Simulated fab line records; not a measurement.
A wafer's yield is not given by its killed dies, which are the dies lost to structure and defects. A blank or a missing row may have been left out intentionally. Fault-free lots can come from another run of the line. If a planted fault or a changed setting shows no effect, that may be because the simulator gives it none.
fab line records | flow n5_finfet | part 1 of 2: steps 1 to 4 of 6
record: lots: 23 wafers: 69 last_day: 17
route steps=1938 shown BEOL_M4@1110 BEOL_M5@1127 BEOL_M6@1214
lots that met no fault: taken from a fault-free run of the same line
start_h: the number of hours between the record's first day and the start of the first shown wafer of the lot | wait_h: hours elapsed since this lot's preceding step | " unchanged from the row above | L1.1+2: a row that stands for several wafers | - no value present, or no start provided | * or withheld: withheld | < > ~ a bound
route shown NAME@n: a module of which the file shows steps, and the number in the route of the first | usual: mean/standard deviation of fault-free wafers | same: alike in all rows | chamber/n: place in a boat | sites: per-site readings | _std_site: their standard deviation | _edge_site: mean of outer sites minus mean of inner sites | radius_mm: how far each site lies from the wafer's centre | mask NAME#n: copy n | behind: the last tool/chamber to shape the wafer | hold: the reason the lot was held/the length of the hold in hours/how it ended | device: the n, p or np transistor that did not switch | end of line: tests of these same wafers at the route's end | for a step that has no rows: nothing shown but its recipe | killed: the dies lost at the first sort to structure and to defects; this is not the yield of the wafer | map: shows each die of a wafer: x if killed, . if not, _ if none is there
set.NAME: the setting as run; set.NAME@STEP: as run at that earlier step | model.NAME: the simulator's own value behind a step, which no gauge read
route steps across a sampled set of lots; one table per step, one row per wafer
services: when a tool's chamber went out of use (start_h, in hours from the record's first day, below 0 if earlier), for how many hours, and the reason
== steps ==
step: N5_BEOL_M4_INSPECT_59
recipe: inspect_instrument: darkfield mode: post_dep
usual: raw_defect_count: 78/27
columns lot.wafer tool chamber start_h wait_h raw_defect_count
L074.1 defect_inspect-01 - 163.70 0.0 59
L074.3 " - " " 92
L074.6 " - " " 60
L075.1 defect_inspect-01 - 182.53 0.0 95
L075.4 " - " " 82
L075.5 " - " " 60
L077.2 defect_inspect-01 - 189.04 0.0 57
L077.3 " - " " 52
L077.6 " - " " 43
L076.4 defect_inspect-01 - 189.45 0.0 73
L076.5 " - " " 56
L076.6 " - " " 55
L078.1 defect_inspect-02 - 189.52 0.0 78
L078.5 " - " " 42
L078.6 " - " " 89
L079.1 defect_inspect-02 - 195.33 0.0 71
L079.4 " - " " 70
L079.5 " - " " 89
L081.2 defect_inspect-02 - 199.28 0.0 70
L081.3 " - " " 100
L081.6 " - " " 62
L080.3 defect_inspect-02 - 213.98 0.0 51
L080.4 " - " " 77
L080.5 " - " " 42
L082.3 defect_inspect-01 - 215.81 0.0 82
L082.5 " - " " 72
L082.6 " - " " 65
L083.2 defect_inspect-01 - 217.84 0.0 69
L083.3 " - " " 93
L083.5 " - " " 123
L084.2 defect_inspect-02 - 235.71 0.0 88
L084.3 " - " " 114
L084.5 " - " " 129
L085.1 defect_inspect-02 - 236.44 0.0 113
L085.4 " - " " 78
L085.5 " - " " 43
L088.4 defect_inspect-02 - 241.87 0.0 110
L088.5 " - " " 78
L088.6 " - " " 52
L086.2 defect_inspect-01 - 242.41 0.0 66
L086.3 " - " " 70
L086.6 " - " " 91
L087.1 defect_inspect-02 - 260.47 0.0 71
L087.5 " - " " 89
L087.6 " - " " 62
L089.1 defect_inspect-01 - 262.28 0.0 76
L089.3 " - " " 105
L089.5 " - " " 146
L090.4 defect_inspect-02 - 268.62 0.0 109
L090.5 " - " " 77
L090.6 " - " " 101
L091.2 defect_inspect-01 - 270.64 0.0 54
L091.4 " - " " 78
L091.6 " - " " 63
L092.1 defect_inspect-02 - 274.21 0.0 57
L092.2 " - " " 84
L092.3 " - " " 70
L093.2 defect_inspect-02 - 274.48 0.0 84
L093.4 " - " " 31
L093.5 " - " " 48
L094.1 defect_inspect-02 - 292.00 0.0 94
L094.4 " - " " 77
L094.5 " - " " 61
L096.2 defect_inspect-01 - 300.49 0.0 72
L096.4 " - " " 119
L096.5 " - " " 145
L097.3 defect_inspect-02 - 301.43 0.0 77
L097.4 " - " " 57
L097.5 " - " " 102
step: N5_BEOL_M5_OVL_MEAS_12
recipe: points_per_wafer: 522
usual: M5_OVL: 0.1/0.69
columns lot.wafer tool chamber start_h wait_h M5_OVL[nm]
L074.1 overlay-01 0 166.35 0.0 0.4
L074.3 " 0 " " -0.5
L074.6 " 0 " " -0.1
L075.1 overlay-02 0 185.43 0.0 -0.2
L075.4 " 0 " " -0.8
L075.5 " 0 " " 1.2
L077.2 overlay-01 0 192.23 0.0 1.2
L077.3 " 0 " " -0.3
L077.6 " 0 " " 0.8
L076.4 overlay-02 0 192.40 0.0 0.8
L076.5 " 0 " " 0.4
L076.6 " 0 " " -0.1
L078.1 overlay-01 0 192.68 0.0 1.9
L078.5 " 0 " " 0.7
L078.6 " 0 " " -0.4
L079.1 overlay-02 0 201.40 0.0 0.2
L079.4 " 0 " " 0.4
L079.5 " 0 " " -0.3
L081.2 overlay-02 0 202.13 0.0 -1.7
L081.3 " 0 " " 1.3
L081.6 " 0 " " -1.0
L080.3 overlay-01 0 217.84 0.0 -0.1
L080.4 " 0 " " 1.1
L080.5 " 0 " " -1.0
L082.3 overlay-02 0 218.02 0.0 -0.2
L082.5 " 0 " " -0.4
L082.6 " 0 " " 0.6
L083.2 overlay-01 0 220.69 0.0 0.2
L083.3 " 0 " " 0.6
L083.5 " 0 " " 0.4
L084.2 overlay-02 0 238.36 0.0 0.1
L084.3 " 0 " " -0.7
L084.5 " 0 " " -0.3
L085.1 overlay-02 0 238.91 0.0 0.4
L085.4 " 0 " " -0.1
L085.5 " 0 " " 0.0
L088.4 overlay-02 0 245.40 0.0 0.7
L088.5 " 0 " " 0.1
L088.6 " 0 " " 0.4
L086.2 overlay-02 0 245.82 0.0 -0.4
L086.3 " 0 " " 0.4
L086.6 " 0 " " -0.4
L087.1 overlay-01 0 262.68 0.0 -0.2
L087.5 " 0 " " -0.3
L087.6 " 0 " " -0.3
L089.1 overlay-01 0 266.50 0.0 1.0
L089.3 " 0 " " 0.4
L089.5 " 0 " " -0.5
L090.4 overlay-02 0 271.13 0.0 -0.6
L090.5 " 0 " " 0.0
L090.6 " 0 " " -0.2
L091.2 overlay-02 0 275.90 0.0 0.5
L091.4 " 0 " " 0.5
L091.6 " 0 " " 0.9
L092.1 overlay-02 0 276.90 0.0 -0.7
L092.2 " 0 " " 0.9
L092.3 " 0 " " -0.2
L093.2 overlay-02 0 277.08 0.0 0.4
L093.4 " 0 " " 0.8
L093.5 " 0 " " 0.1
L094.1 overlay-01 0 295.09 0.0 -0.1
L094.4 " 0 " " 0.9
L094.5 " 0 " " 0.6
L096.2 overlay-02 0 304.48 0.0 1.0
L096.4 " 0 " " 1.2
L096.5 " 0 " " 0.0
L097.3 overlay-01 0 304.77 0.0 -0.3
L097.4 " 0 " " -1.0
L097.5 " 0 " " -0.1
step: N5_BEOL_M5_VIA_ETCH_34
recipe: chemistry: C4F6/O2 target: SiCOH_lowk target_depth_a: 883 mask_material: SOC taper_deg: 4 time_s: 39.2 ion_energy_ev: 250 pressure_mtorr: 30 source_w: 345 bias_w: 185 Ar_flow_sccm: 300 C4F6_flow_sccm: 10 O2_flow_sccm: 10
usual: bias_w: 184.9/0.52 drypump_motor_current_A: 5.8/0.51 mfc_ar_sccm: 299.9/0.93 oes_product_au: 0.81/0.085 rf_fwd_power_W: 341.4/1.4 rf_vpp_V: 659/19 showerhead_plenum_p_Torr: 2.81/0.066 throttle_valve_pct: 20.81/0.26
columns lot.wafer tool chamber start_h wait_h bias_w drypump_motor_current_A mfc_ar_sccm oes_product_au rf_fwd_power_W rf_hours_counter_h rf_vpp_V showerhead_plenum_p_Torr throttle_valve_pct
L074.1 rie_diel-03 3 169.26 0.0 184.6 6.4 299.7 0.94 341.7 18 657 2.77 20.29
L074.3 " 1 " " 185.0 4.7 299.2 0.91 340.7 26 657 2.79 20.94
L074.6 " 3 " " 185.3 6.4 299.8 0.94 339.5 - 659 2.77 20.29
L075.1 rie_diel-03 1 186.81 0.0 184.4 4.7 297.6 0.91 343.5 31 656 2.79 20.97
L075.4 " 2 " " 184.3 5.2 301.5 0.73 340.8 200 684 2.84 21.09
L075.5 " 3 " " 185.1 6.4 299.4 0.91 341.6 - 658 2.77 20.32
L077.2 rie_diel-05 0 194.34 0.0 184.4 6.4 299.9 0.77 340.3 106 630 2.75 20.95
L077.3 " 2 " " 184.9 5.7 299.0 0.87 343.3 50 677 2.87 20.36
L077.6 " 0 " " 184.1 6.4 300.1 0.77 340.4 - 629 2.75 20.95
L076.4 rie_diel-01 3 194.51 0.0 185.1 6.4 299.2 0.74 342.5 131 619 2.75 20.84
L076.5 " 2 " " 184.9 5.6 299.9 0.87 339.7 - 660 2.78 20.75
L076.6 " 1 " " 184.4 5.7 298.0 0.66 341.9 - 655 2.69 20.96
L078.1 rie_diel-03 0 194.69 0.0 185.3 6.6 298.4 0.69 342.1 244 650 2.85 21.28
L078.5 " 0 " " 185.4 6.6 298.5 0.69 341.5 - 651 2.85 21.28
L078.6 " 3 " " 184.8 6.4 298.8 0.92 342.1 - 658 2.77 20.30
L079.1 rie_diel-01 1 202.54 0.0 185.3 5.7 300.2 0.67 340.9 239 655 2.69 20.96
L079.4 " 2 " " 185.7 5.6 300.2 0.87 337.6 44 660 2.78 20.75
L079.5 " 0 " " 184.9 6.0 300.7 0.74 341.3 - 686 2.84 20.99
L081.2 rie_diel-01 0 205.42 0.0 184.4 6.0 297.6 0.72 342.4 162 684 2.84 20.96
L081.3 " 1 " " 185.4 5.7 301.1 0.66 339.9 239 655 2.69 20.96
L081.6 " 1 " " 185.9 5.7 300.5 0.66 339.0 - 653 2.69 20.96
L080.3 rie_diel-01 1 219.21 0.0 185.5 5.7 299.8 0.67 342.3 244 655 2.69 20.96
L080.4 " 0 " " 185.4 6.0 299.3 0.73 342.1 166 686 2.84 20.97
L080.5 " 3 " " 184.4 6.3 300.0 0.73 341.1 - 621 2.75 20.84
L082.3 rie_diel-03 2 219.31 0.0 184.2 5.2 299.8 0.72 341.6 211 682 2.83 21.13
L082.5 " 3 " " 185.3 6.4 300.8 0.89 341.8 - 658 2.76 20.31
L082.6 " 1 " " 185.8 4.7 300.6 0.88 342.2 - 656 2.78 20.98
L083.2 rie_diel-05 2 224.78 0.0 185.3 5.7 299.1 0.85 341.5 59 675 2.86 20.37
L083.3 " 0 " " 185.5 6.4 298.4 0.76 341.4 115 629 2.75 20.97
L083.5 " 2 " " 185.9 5.7 299.2 0.86 341.9 - 675 2.86 20.36
L085.1 rie_diel-05 1 241.57 0.0 184.0 5.4 299.6 0.80 340.1 72 663 2.89 20.66
L085.4 " 0 " " 184.2 6.4 300.7 0.76 342.0 122 628 2.74 20.98
L085.5 " 0 " " 184.0 6.4 301.0 0.76 340.5 - 627 2.74 21.00
L084.2 rie_diel-03 1 241.78 0.0 184.5 4.7 301.2 0.87 342.2 49 656 2.78 20.98
L084.3 " 2 " " 184.9 5.2 299.9 0.71 341.3 221 681 2.83 21.13
L084.5 " 2 " " 185.1 5.2 299.2 0.72 339.9 - 683 2.83 21.13
L088.4 rie_diel-01 0 246.69 0.0 186.2 6.0 299.1 0.72 342.3 - 685 2.83 20.98
L088.5 " 3 " " 184.7 6.3 300.2 0.73 342.7 - 621 2.75 20.86
L088.6 " 2 " " 184.8 5.6 300.5 0.84 338.9 - 661 2.78 20.77
L086.2 rie_diel-01 2 247.15 0.0 184.3 5.6 299.9 0.85 340.7 60 660 2.78 20.77
L086.3 " 3 " " 185.4 6.3 300.2 0.73 344.0 148 620 2.75 20.84
L086.6 " 2 " " 184.1 5.6 300.0 0.84 339.8 - 659 2.78 20.77
L087.1 rie_diel-01 1 263.97 0.0 185.7 5.7 298.5 0.97 342.2 4 666 3.02 20.57
L087.5 " 3 " " 186.3 6.3 300.3 0.72 343.5 - 620 2.74 20.86
L087.6 " 2 " " 184.6 5.6 298.8 0.84 339.5 - 660 2.77 20.77
L089.1 rie_diel-05 3 269.35 0.0 184.7 5.5 301.1 0.91 342.7 39 667 2.90 20.87
L089.3 " 1 " " 185.3 5.4 299.8 0.78 339.7 80 661 2.88 20.67
L089.5 " 3 " " 184.5 5.5 300.7 0.92 342.1 - 665 2.90 20.89
L090.4 rie_diel-03 3 274.84 0.0 185.3 6.4 301.4 0.88 340.8 53 658 2.76 20.34
L090.5 " 1 " " 185.2 4.7 300.2 0.86 341.1 - 657 2.78 20.99
L090.6 " 2 " " 183.7 5.2 299.9 0.71 341.0 - 683 2.82 21.13
L092.1 rie_diel-01 1 280.39 0.0 185.2 5.7 299.3 0.96 341.4 8 666 3.02 20.58
L092.2 " 0 " " 184.5 6.0 300.0 0.71 342.3 187 685 2.83 21.01
L092.3 " 3 " " 184.5 6.3 300.2 0.73 342.3 156 619 2.74 20.88
L091.2 rie_diel-05 2 280.44 0.0 185.1 5.7 300.7 0.82 340.4 78 674 2.85 20.38
L091.4 " 1 " " 185.0 5.4 300.4 0.77 339.1 84 661 2.88 20.68
L091.6 " 2 " " 184.9 5.7 300.8 0.83 343.7 - 675 2.85 20.38
L093.2 rie_diel-03 0 280.89 0.0 184.6 6.5 301.1 0.93 344.0 13 649 2.84 20.91
L093.4 " 1 " " 185.7 4.7 298.7 0.85 342.4 59 656 2.78 21.02
L093.5 " 1 " " 185.5 4.7 298.3 0.85 342.4 - 657 2.77 20.98
L094.1 rie_diel-05 0 297.09 0.0 184.7 6.4 301.1 0.75 341.7 138 629 2.74 21.01
L094.4 " 3 " " 185.4 5.5 299.4 0.91 341.4 47 664 2.90 20.89
L094.5 " 3 " " 184.8 5.5 301.3 0.91 341.9 - 665 2.90 20.87
L097.3 rie_diel-05 3 306.94 0.0 184.9 5.5 299.8 0.89 339.2 50 664 2.90 20.90
L097.4 " 0 " " 184.6 6.4 299.9 0.76 341.8 141 628 2.74 21.02
L097.5 " 2 " " 184.6 5.7 299.5 0.82 340.9 - 675 2.85 20.41
L096.2 rie_diel-05 3 307.33 0.0 184.3 5.5 299.2 0.90 340.2 50 666 2.90 20.89
L096.4 " 1 " " 185.4 5.4 300.0 0.77 341.9 91 661 2.88 20.68
L096.5 " 2 " " 184.9 5.8 300.8 0.83 342.7 - 676 2.85 20.39
step: N5_BEOL_M5_TRENCH_ETCH_37
recipe: chemistry: C4F6/O2 target_depth_a: 716.52 target: SiCOH_lowk time_s: 24.7 ion_energy_ev: 250 pressure_mtorr: 30 source_w: 345 bias_w: 185 Ar_flow_sccm: 300 C4F6_flow_sccm: 10 O2_flow_sccm: 10
usual: bias_w: 184.9/0.55 drypump_motor_current_A: 5.8/0.5 mfc_ar_sccm: 299.9/0.81 oes_product_au: 0.81/0.085 rf_fwd_power_W: 340.3/1.3 rf_vpp_V: 659/19 showerhead_plenum_p_Torr: 2.81/0.066 throttle_valve_pct: 20.85/0.26
columns lot.wafer tool chamber start_h wait_h bias_w drypump_motor_current_A mfc_ar_sccm oes_product_au rf_fwd_power_W rf_hours_counter_h rf_vpp_V showerhead_plenum_p_Torr throttle_valve_pct
L074.1 rie_diel-03 3 - - 185.6 6.4 300.4 0.95 341.6 18 659 2.77 20.34
L074.3 " 1 " " 184.2 4.7 299.3 0.90 340.4 26 657 2.79 21.00
L074.6 " 3 " " 185.6 6.4 300.3 0.94 341.8 - 658 2.77 20.34
L075.1 rie_diel-03 1 - - 184.6 4.7 300.3 0.89 342.3 32 655 2.79 20.99
L075.4 " 2 " " 184.8 5.3 299.2 0.72 339.1 200 682 2.83 21.13
L075.5 " 3 " " 184.6 6.4 300.8 0.92 341.8 - 659 2.77 20.34
L077.2 rie_diel-05 0 - - 185.4 6.4 299.7 0.78 340.2 106 629 2.75 21.01
L077.3 " 2 " " 184.6 5.7 301.5 0.87 340.2 50 674 2.87 20.37
L077.6 " 0 " " 183.8 6.4 300.0 0.78 339.5 - 629 2.75 21.00
L076.4 rie_diel-01 3 - - 186.0 6.4 299.8 0.75 343.5 131 622 2.75 20.88
L076.5 " 2 " " 184.1 5.6 300.4 0.87 341.8 - 659 2.78 20.79
L076.6 " 1 " " 185.8 5.7 300.7 0.67 340.0 - 655 2.69 20.98
L078.1 rie_diel-03 0 - - 186.0 6.5 299.1 0.68 340.9 244 650 2.85 21.31
L078.5 " 0 " " 184.9 6.5 299.2 0.68 341.4 - 649 2.85 21.32
L078.6 " 3 " " 185.6 6.4 301.1 0.91 342.5 - 659 2.77 20.34
L079.1 rie_diel-01 1 - - 185.4 5.7 301.1 0.66 340.5 239 653 2.69 20.97
L079.4 " 2 " " 184.5 5.6 300.7 0.87 340.3 44 660 2.78 20.78
L079.5 " 0 " " 185.6 6.0 299.2 0.73 342.1 - 686 2.84 21.00
L081.2 rie_diel-01 0 - - 186.0 6.0 300.4 0.73 340.2 162 686 2.84 21.00
L081.3 " 1 " " 185.4 5.7 300.3 0.66 341.0 239 654 2.69 20.98
L081.6 " 1 " " 184.4 5.7 300.4 0.66 341.0 - 655 2.69 20.98
L080.3 rie_diel-01 1 - - 184.7 5.7 300.5 0.67 339.3 244 655 2.69 21.00
L080.4 " 0 " " 184.2 6.0 300.0 0.73 340.7 166 686 2.83 21.01
L080.5 " 3 " " 185.2 6.3 299.1 0.73 340.2 - 621 2.75 20.87
L082.3 rie_diel-03 2 - - 184.4 5.2 301.1 0.73 339.3 211 682 2.83 21.14
L082.5 " 3 " " 185.4 6.4 299.9 0.90 341.4 - 659 2.77 20.35
L082.6 " 1 " " 184.8 4.7 300.8 0.89 341.0 - 656 2.78 21.00
L083.2 rie_diel-05 2 - - 185.4 5.7 299.4 0.85 342.1 59 676 2.86 20.40
L083.3 " 0 " " 185.5 6.4 300.3 0.76 339.6 115 628 2.75 21.01
L083.5 " 2 " " 185.2 5.7 299.5 0.86 342.6 - 674 2.86 20.40
L085.1 rie_diel-05 1 - - 184.7 5.5 301.2 0.79 339.9 72 663 2.89 20.69
L085.4 " 0 " " 184.5 6.4 299.5 0.75 338.0 122 629 2.74 21.02
L085.5 " 0 " " 184.6 6.4 299.3 0.75 339.2 - 629 2.74 21.03
L084.2 rie_diel-03 1 - - 185.0 4.7 300.5 0.87 341.5 49 655 2.78 21.01
L084.3 " 2 " " 184.7 5.2 300.9 0.72 338.9 221 682 2.83 21.17
L084.5 " 2 " " 185.1 5.2 299.9 0.71 340.7 - 682 2.83 21.15
L088.4 rie_diel-01 0 - - 184.4 6.0 299.0 0.72 338.8 - 686 2.83 21.04
L088.5 " 3 " " 183.7 6.3 299.2 0.73 340.5 - 619 2.75 20.91
L088.6 " 2 " " 185.0 5.6 298.5 0.85 339.4 - 660 2.78 20.81
L086.2 rie_diel-01 2 - - 185.1 5.6 301.0 0.84 339.0 60 659 2.78 20.80
L086.3 " 3 " " 185.3 6.3 299.5 0.72 339.9 148 620 2.75 20.90
L086.6 " 2 " " 185.0 5.6 300.3 0.85 342.6 - 659 2.78 20.82
L087.1 rie_diel-01 1 - - 184.7 5.7 300.7 0.98 338.4 4 666 3.02 20.61
L087.5 " 3 " " 184.2 6.3 300.0 0.72 342.4 - 620 2.74 20.88
L087.6 " 2 " " 185.5 5.6 299.6 0.84 338.6 - 657 2.77 20.81
L089.1 rie_diel-05 3 - - 183.6 5.4 299.2 0.92 338.7 39 665 2.90 20.92
L089.3 " 1 " " 184.9 5.5 299.8 0.78 339.8 80 662 2.88 20.70
L089.5 " 3 " " 185.0 5.5 299.4 0.92 339.1 - 666 2.90 20.92
L090.4 rie_diel-03 3 - - 184.6 6.4 300.1 0.87 340.9 53 656 2.76 20.38
L090.5 " 1 " " 184.5 4.7 298.6 0.85 340.0 - 656 2.78 21.04
L090.6 " 2 " " 185.0 5.2 298.9 0.70 338.5 - 682 2.82 21.17
L092.1 rie_diel-01 1 - - 185.3 5.7 299.4 0.96 340.2 8 667 3.02 20.64
L092.2 " 0 " " 184.7 6.0 300.2 0.71 339.3 187 684 2.83 21.06
L092.3 " 3 " " 183.9 6.3 301.8 0.72 340.9 156 620 2.74 20.90
L091.2 rie_diel-05 2 - - 184.7 5.7 300.3 0.84 341.8 78 675 2.85 20.43
L091.4 " 1 " " 186.2 5.4 299.8 0.77 340.1 84 662 2.88 20.70
L091.6 " 2 " " 184.7 5.7 301.0 0.83 341.7 - 674 2.85 20.41
L093.2 rie_diel-03 0 - - 184.0 6.6 300.5 0.93 343.4 13 649 2.84 20.96
L093.4 " 1 " " 185.0 4.7 298.7 0.85 341.0 59 656 2.78 21.05
L093.5 " 1 " " 185.2 4.7 301.1 0.85 341.0 - 657 2.78 21.03
L094.1 rie_diel-05 0 - - 184.4 6.4 299.4 0.76 341.1 138 627 2.74 21.05
L094.4 " 3 " " 185.6 5.5 299.0 0.90 338.9 47 665 2.90 20.92
L094.5 " 3 " " 185.4 5.5 298.7 0.90 340.7 - 664 2.90 20.94
L097.3 rie_diel-05 3 - - 184.8 5.5 299.8 0.90 340.2 50 663 2.90 20.93
L097.4 " 0 " " 184.4 6.4 302.9 0.75 339.8 141 628 2.74 21.05
L097.5 " 2 " " 184.6 5.7 300.8 0.81 340.7 - 675 2.85 20.42
L096.2 rie_diel-05 3 - - 185.2 5.5 300.1 0.89 341.9 50 665 2.90 20.94
L096.4 " 1 " " 185.2 5.4 299.0 0.76 339.8 91 661 2.88 20.71
L096.5 " 2 " " 185.1 5.7 300.2 0.82 343.1 - 675 2.85 20.43
